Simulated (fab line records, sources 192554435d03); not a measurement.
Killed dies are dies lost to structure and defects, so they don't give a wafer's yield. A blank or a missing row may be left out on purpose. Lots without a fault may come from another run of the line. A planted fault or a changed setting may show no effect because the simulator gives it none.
fab line records | flow n5_finfet
record lots=11 wafers=33 last_day=18
route steps=1938 shown BEOL_M15@1825 MIM_BOT_ETCH@1869 PASS1_CAP@1874 PASSIVATION@1936
lots that met no fault: from a run of the same line without faults
start_h: hours from the record's first day to the start of the lot's first wafer shown | wait_h: hours since the lot's step before | " the same as in the row above | L1.1+2: a row that stands for several wafers | - no value, or no start given | * or withheld: withheld | < > ~ a bound
route shown NAME@n: a module of which the file shows steps, and the number in the route of the first | usual: mean/standard deviation of fault-free wafers | same: alike in all rows | chamber/n: place in a boat | sites: the reading at each site | _std_site: their standard deviation | _edge_site: outer sites' mean less inner sites' | radius_mm: how far each site lies from the wafer's centre | mask NAME#n: copy n | behind: the tool/chamber that last shaped the wafer | hold: why the lot was held/for how many hours/how that ended | device: the transistor (n, p or np) that didn't switch | end of line: the same wafers' tests at the end of the route | a step without rows: its recipe alone | killed: dies lost to structure and defects at the first sort, not the wafer's yield | map: a wafer's dies, x killed, . not, _ none there
set.NAME: the setting as run; set.NAME@STEP: as run at that earlier step | model.NAME: the simulator's own value behind a step, which no gauge read
steps of the route over a sample of lots; a table a step, a row a wafer
services: from which hour (start_h, from the record's first day; less than 0 if before it) a tool's chamber was out of use, for how many hours, and why
## steps
# step N5_BEOL_M15_THK_MEAS_50
# recipe thk_meas_gauge=xrf reads=Cu_of_BEOL_M15_ECD_47
# usual M15_THK=857/21
# columns lot.wafer tool chamber start_h wait_h M15_THK[nm]
L797.1 film_metro-01 - 269.39 - 852
L797.4 " - " " 830
L797.6 " - " " 848
L799.1 film_metro-02 - 294.98 - 853
L799.3 " - " " 826
L799.6 " - " " 846
L802.1 film_metro-02 - 310.43 - 847
L802.5 " - " " 851
L802.6 " - " " 907
L803.1 film_metro-02 - 311.43 - 863
L803.3 " - " " 859
L803.5 " - " " 856
L805.2 film_metro-02 - 316.60 - 852
L805.3 " - " " 863
L805.4 " - " " 855
L812.1 film_metro-02 - 361.05 - 846
L812.4 " - " " 851
L812.6 " - " " 846
L814.2 film_metro-02 - 364.76 - 911
L814.3 " - " " 860
L814.5 " - " " 851
L813.3 film_metro-01 - 374.30 - 899
L813.4 " - " " 843
L813.6 " - " " 913
L818.2 film_metro-01 - 406.04 - 869
L818.5 " - " " 865
L818.6 " - " " 905
L820.2 film_metro-02 - 407.75 - 829
L820.3 " - " " 844
L820.6 " - " " 825
L819.4 film_metro-02 - 418.06 - 857
L819.5 " - " " 858
L819.6 " - " " 837
# step N5_MIM_BOT_ETCH_STRIP_01
# recipe chemistry=O2 power_w=600 temp_c=60 pressure_mtorr=30 rf_frequency_hz=6e+07 bias_power_w=0 overash_fraction=0.5 o2_flow_sccm=225
# usual chamber_pressure_mTorr=30.00/0.073 drypump_motor_current_A=6.0/0.46 oes_product_au=0.80/0.086 rf_vpp_V=3.7/1.3 showerhead_plenum_p_Torr=2.10/0.07 throttle_valve_pct=16.58/0.18
# same bias_power_w=0
# columns lot.wafer tool chamber start_h wait_h chamber_pressure_mTorr drypump_motor_current_A oes_product_au rf_hours_counter_h rf_vpp_V showerhead_plenum_p_Torr throttle_valve_pct
L797.1 rie_diel-06 3 274.97 0.1 30.00 6.4 0.75 167 3.6 2.19 16.71
L797.4 " 1 " " 29.97 5.7 0.76 - 6.1 2.03 16.63
L797.6 " 0 " " 29.96 6.3 0.71 - 2.5 2.08 16.54
L799.1 rie_diel-06 0 299.96 0.1 29.91 6.4 0.73 181 3.0 2.08 16.55
L799.3 " 2 " " 30.08 5.0 1.00 1 4.1 2.08 16.39
L799.6 " 0 " " 29.98 6.4 0.73 - 3.4 2.08 16.52
L802.1 rie_diel-06 1 316.67 0.1 30.00 5.7 0.77 145 5.1 2.02 16.57
L802.5 " 1 " " 30.01 5.8 0.75 - 2.2 2.02 16.65
L802.6 " 2 " " 30.04 4.9 0.96 - 3.4 2.08 16.45
L803.1 rie_diel-04 0 317.12 0.3 30.12 5.9 0.82 88 4.2 2.20 16.81
L803.3 " 3 " " 29.95 5.8 0.90 38 3.5 2.23 16.12
L803.5 " 1 " " 30.09 5.8 0.86 - 2.2 2.12 16.43
L805.2 rie_diel-04 3 320.99 0.1 30.04 5.8 0.90 39 4.0 2.23 16.13
L805.3 " 0 " " 29.97 5.9 0.82 89 2.5 2.19 16.82
L805.4 " 2 " " 29.88 5.9 0.77 128 2.2 2.18 16.62
L812.1 rie_diel-06 1 366.07 0.1 30.06 5.7 0.73 161 4.5 2.02 16.66
L812.4 " 0 " " 30.02 6.4 0.68 205 4.1 2.07 16.59
L812.6 " 0 " " 30.01 6.4 0.69 - 4.3 2.07 16.59
L814.2 rie_diel-06 3 370.85 0.1 30.02 6.4 0.73 203 3.8 2.18 16.73
L814.3 " 0 " " 29.93 6.4 0.67 208 4.3 2.07 16.59
L814.5 " 0 " " 30.10 6.4 0.70 - 0.9 2.07 16.60
L813.3 rie_diel-04 2 383.88 0.1 30.13 6.0 0.76 146 1.8 2.17 16.65
L813.4 " 1 " " 30.00 5.8 0.83 66 2.7 2.12 16.49
L813.6 " 2 " " 30.13 6.0 0.76 - 3.6 2.17 16.67
L818.2 rie_diel-06 0 412.41 0.1 30.07 6.4 0.68 223 4.9 2.07 16.62
L818.5 " 3 " " 30.04 6.4 0.71 - 3.3 2.17 16.85
L818.6 " 2 " " 29.96 4.9 0.87 - 4.9 2.06 16.47
L820.2 rie_diel-04 1 413.02 0.1 29.98 5.9 0.82 77 1.9 2.11 16.52
L820.3 " 0 " " 30.14 5.9 0.78 122 4.2 2.18 16.87
L820.6 " 1 " " 29.99 5.8 0.83 - 7.2 2.11 16.51
L819.4 rie_diel-06 1 422.65 0.1 30.03 5.8 0.74 183 4.8 2.01 16.71
L819.5 " 2 " " 29.96 4.9 0.88 - 5.0 2.06 16.49
L819.6 " 3 " " 29.96 6.4 0.72 - 4.0 2.17 16.81
# step N5_MIM_BOT_ETCH_STRIP_02
# recipe chemistry=post_etch_residue_remover time_s=1200 temp_c=72.5
# usual bath_guard_temp_C=72.6/0.47 bath_heat_duty_pct=14.9/1.3 time_s=1200/0
# columns lot.wafer tool chamber start_h wait_h bath_guard_temp_C bath_heat_duty_pct time_s
L797.1 wet_bench-01 6 275.04 - 72.4 16.9 1200
L797.4 " 3 " " 73.0 15.8 1200
L797.6 " 2 " " 72.6 16.1 1200
L799.1 wet_bench-06 7 300.03 - 73.7 14.7 1200
L799.3 " 6 " " 72.9 15.7 1200
L799.6 " 1 " " 72.4 16.6 1200
L802.1 wet_bench-06 7 316.74 - 73.6 14.1 1200
L802.5 " 2 " " 72.6 13.2 1200
L802.6 " 5 " " 72.7 14.5 1200
L803.1 wet_bench-02 2 317.19 - 72.1 16.7 1200
L803.3 " 1 " " 73.3 16.8 1200
L803.5 " 6 " " 72.4 14.2 1200
L805.2 wet_bench-01 2 321.06 - 73.0 15.5 1200
L805.3 " 4 " " 73.4 16.4 1200
L805.4 " 1 " " 72.6 14.6 1200
L812.1 wet_bench-06 0 366.14 - - - -
L812.4 " 6 " " - - -
L812.6 " 7 " " - - -
L814.2 wet_bench-02 1 370.92 - - - -
L814.3 " 4 " " - - -
L814.5 " 0 " " - - -
L813.3 wet_bench-01 5 383.94 - - - -
L813.4 " 6 " " - - -
L813.6 " 0 " " - - -
L818.2 wet_bench-02 0 412.48 - 73.5 17.0 1200
L818.5 " 4 " " 72.5 14.2 1200
L818.6 " 3 " " 71.7 14.5 1200
L820.2 wet_bench-06 6 413.08 - 73.0 13.9 1200
L820.3 " 4 " " 72.6 13.8 1200
L820.6 " 0 " " 72.1 15.0 1200
L819.4 wet_bench-02 5 422.72 - 72.2 13.3 1200
L819.5 " 6 " " 72.4 15.3 1200
L819.6 " 0 " " 73.0 17.0 1200
# step N5_PASSIVATION_PECVD_01
# recipe material=SiNx target_thk_a=2000 temp_c=400 precursor=SiH4/NH3/N2 pressure_torr=4.9 rf_w=1406 time_s=43.2
# usual heater_power_w=384/85 showerhead_plenum_p_Torr=8.70/0.065 throttle_valve_pct=28.7/1.2
# same time_s=43.2
# columns lot.wafer tool chamber start_h wait_h heater_power_w showerhead_plenum_p_Torr throttle_valve_pct
L797.1 pecvd-01 0 275.51 0.0 269 8.68 29.2
L797.4 " 2 " " 393 8.73 29.1
L797.6 " 1 " " 481 8.66 29.0
L799.1 pecvd-01 1 300.53 0.0 435 8.66 29.0
L799.3 " 0 " " 258 8.70 29.2
L799.6 " 2 " " 435 8.77 29.0
L802.1 pecvd-03 0 317.25 0.0 394 8.87 27.3
L802.5 " 1 " " 480 8.66 31.4
L802.6 " 0 " " 405 8.88 27.6
L803.1 pecvd-01 2 317.69 0.0 361 8.73 29.1
L803.3 " 1 " " 407 8.64 28.8
L803.5 " 1 " " 422 8.63 28.8
L805.2 pecvd-02 1 321.52 0.0 375 8.71 28.8
L805.3 " 2 " " 478 8.64 28.5
L805.4 " 1 " " 385 8.71 28.8
L812.1 pecvd-02 1 366.61 0.0 280 8.71 29.0
L812.4 " 0 " " 484 8.68 27.4
L812.6 " 2 " " 527 8.62 28.6
L814.2 pecvd-02 0 371.39 0.0 419 8.70 27.2
L814.3 " 2 " " 554 8.64 28.8
L814.5 " 1 " " 327 8.72 28.8
L813.3 pecvd-03 1 384.45 0.0 384 8.65 31.4
L813.4 " 0 " " 379 8.91 27.9
L813.6 " 1 " " 388 8.67 31.5
L818.2 pecvd-01 2 412.95 0.0 404 8.74 29.6
L818.5 " 2 " " 399 8.75 29.6
L818.6 " 1 " " 430 8.67 28.9
L820.2 pecvd-02 0 413.57 0.0 412 8.68 27.6
L820.3 " 0 " " 435 8.69 27.7
L820.6 " 2 " " 472 8.63 28.9
L819.4 pecvd-02 2 423.22 0.0 533 8.64 28.7
L819.5 " 1 " " 361 8.70 24.8
L819.6 " 0 " " 398 8.68 27.7
# step N5_PASSIVATION_PROBE_49
# usual defect_limited_yield=91.5/1.4 killed_at_M0_to_M3=32/11 killed_at_M4_up=12/4.4 killed_at_contacts=13/6.1 killed_at_front_end=39/12 killed_at_other=3.9/3 killed_dies=100/17 killed_open=66/12 killed_short=33/7.4 sort_bin_4_leakage=0.03/0.14 sort_bin_5_function=5.0/0.95 sort_bin_6_memory=3.2/0.66 sort_bin_8_speed=0.0/0.33 sort_n_pass=1079/17 sort_yield_pct=91.4/1.5
# same gross_dies=1180 killed_at_back_side=0
# columns lot.wafer tool chamber start_h wait_h defect_limited_yield[%] killed_at_M0_to_M3 killed_at_M4_up killed_at_contacts killed_at_front_end killed_at_other killed_dies killed_open killed_short sort_bin_4_leakage[%] sort_bin_5_function[%] sort_bin_6_memory[%] sort_bin_8_speed[%] sort_n_pass sort_yield_pct[%]
L803.1 prober-01 - 327.16 0.0 91.9 17 12 19 45 3 96 64 25 0 4.2 3.1 3.0 1049 88.9
L803.3 prober-01 - 327.26 0.1 91.4 36 16 8 36 5 101 65 36 0 5.5 2.8 0 1079 91.4
L803.5 prober-01 - 327.36 0.2 90.8 26 14 15 49 4 108 69 39 0 5.8 2.7 0 1072 90.8
L814.2 prober-02 - 378.28 0.1 92.5 33 7 13 34 2 89 57 31 0 4.5 2.7 0 1091 92.5
L814.3 prober-02 - 378.33 0.1 91.4 31 14 9 39 8 101 62 36 0 4.5 3.9 0 1079 91.4
L814.5 prober-02 - 378.43 0.2 94.1 26 8 4 28 4 70 40 30 0 3.6 2.2 0 1110 94.1
# killed by level:class
L803.1 MOL_CONTACT_COAG:geometric_particle:open=16 STI_FIN_REVEAL:geometric_particle:open=15 STI_FIN_REVEAL:geometric_particle:short=6 BEOL_M4:geometric_particle:open=6 HKMG_FIN:area_etch=6 BEOL_M0_SAQP:geometric_particle:open=4 FIN_SAQP:geometric_particle:short=4 GATE_CUT:geometric_particle:short=4
L803.3 BEOL_M0:geometric_particle:open=14 GATE_CUT:geometric_particle:short=9 BEOL_M4:geometric_particle:open=8 STI_FIN_REVEAL:geometric_particle:open=7 BEOL_M1:geometric_particle:open=6 MOL_CONTACT_COAG:geometric_particle:open=5 FIN_SAQP:geometric_particle:short=4 BEOL_M3:geometric_particle:open=4
L803.5 STI_FIN_REVEAL:geometric_particle:open=15 FIN_SAQP:geometric_particle:short=13 MOL_CONTACT_COAG:geometric_particle:open=12 BEOL_M0_SAQP:geometric_particle:short=8 BEOL_M0_SAQP:geometric_particle:open=8 BEOL_M4:geometric_particle:open=8 GATE_CUT:geometric_particle:short=6 FIN_SAQP:geometric_particle:open=4
L814.2 STI_FIN_REVEAL:geometric_particle:open=12 BEOL_M2:geometric_particle:open=9 MOL_CONTACT_COAG:geometric_particle:open=8 FIN_SAQP:geometric_particle:short=6 MOL_CONTACT_COAG:geometric_particle:short=4 BEOL_M0_SAQP:geometric_particle:short=4 BEOL_M0_SAQP:geometric_particle:open=4 BEOL_M1:geometric_particle:open=4
L814.3 FIN_SAQP:geometric_particle:open=10 BEOL_M0_SAQP:geometric_particle:open=10 BEOL_M4:geometric_particle:open=8 GATE_CUT:geometric_particle:short=7 MOL_CONTACT_COAG:geometric_particle:open=7 BEOL_M0_SAQP:geometric_particle:short=7 FIN_SAQP:geometric_particle:short=5 STI_FIN_REVEAL:geometric_particle:open=5
L814.5 FIN_SAQP:geometric_particle:short=6 BEOL_M3:geometric_particle:open=5 STARTING-WAFER:geometric_particle:short=5 FIN_SAQP:geometric_particle:open=4 BEOL_M0_SAQP:geometric_particle:short=4 BEOL_M2:geometric_particle:open=4 BEOL_M4:geometric_particle:open=4 STI_FIN_REVEAL:geometric_particle:open=3
## services
# columns tool chamber start_h hours kind
wet_bench-01 - 252.44 3.0 repair
pecvd-02 0 256.45 2.1 scheduled_down
pecvd-02 - 266.68 5.9 repair
rie_diel-06 2 274.97 - clean
rie_diel-06 2 274.97 - consumable_replace:focus_ring
rie_diel-06 2 274.97 20.6 scheduled_down
rie_diel-06 2 274.97 20.6 vent_cycle
wet_bench-01 - 275.44 4.4 pm
rie_diel-06 - 279.75 0.6 repair
pecvd-03 2 281.80 4.3 repair
pecvd-03 - 307.84 0.5 repair
pecvd-03 0 320.29 13.8 repair
pecvd-02 - 332.83 0.4 repair
pecvd-01 - 333.72 1.4 repair
pecvd-03 2 337.13 2.1 scheduled_down
pecvd-01 1 358.43 5.5 scheduled_down
rie_diel-04 2 365.46 5.0 repair
rie_diel-04 - 376.07 3.0 repair
pecvd-03 2 377.01 8.5 repair
pecvd-02 1 381.66 5.5 scheduled_down
pecvd-01 2 383.68 6.4 repair
pecvd-02 - 387.42 0.9 repair
pecvd-02 2 393.78 5.5 scheduled_down
rie_diel-06 2 398.58 13.6 repair
## key
first_sign step=N5_MIM_BOT_ETCH_STRIP_02 reading=tool_record direction=missing
effect none on later readings
met_at N5_MIM_BOT_ETCH_STRIP_02
struck_lots L812,L813,L814
not_acting_at N5_BEOL_M15_THK_MEAS_50,N5_MIM_BOT_ETCH_STRIP_01,N5_PASSIVATION_PECVD_01
onset_between 321.06 366.14
fault kind=skipped_step_whole tool=wet_bench-01,wet_bench-02,wet_bench-06 chamber=- onset_h=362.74 steps=N5_MIM_BOT_ETCH_STRIP_02 scope=struck_lots_only
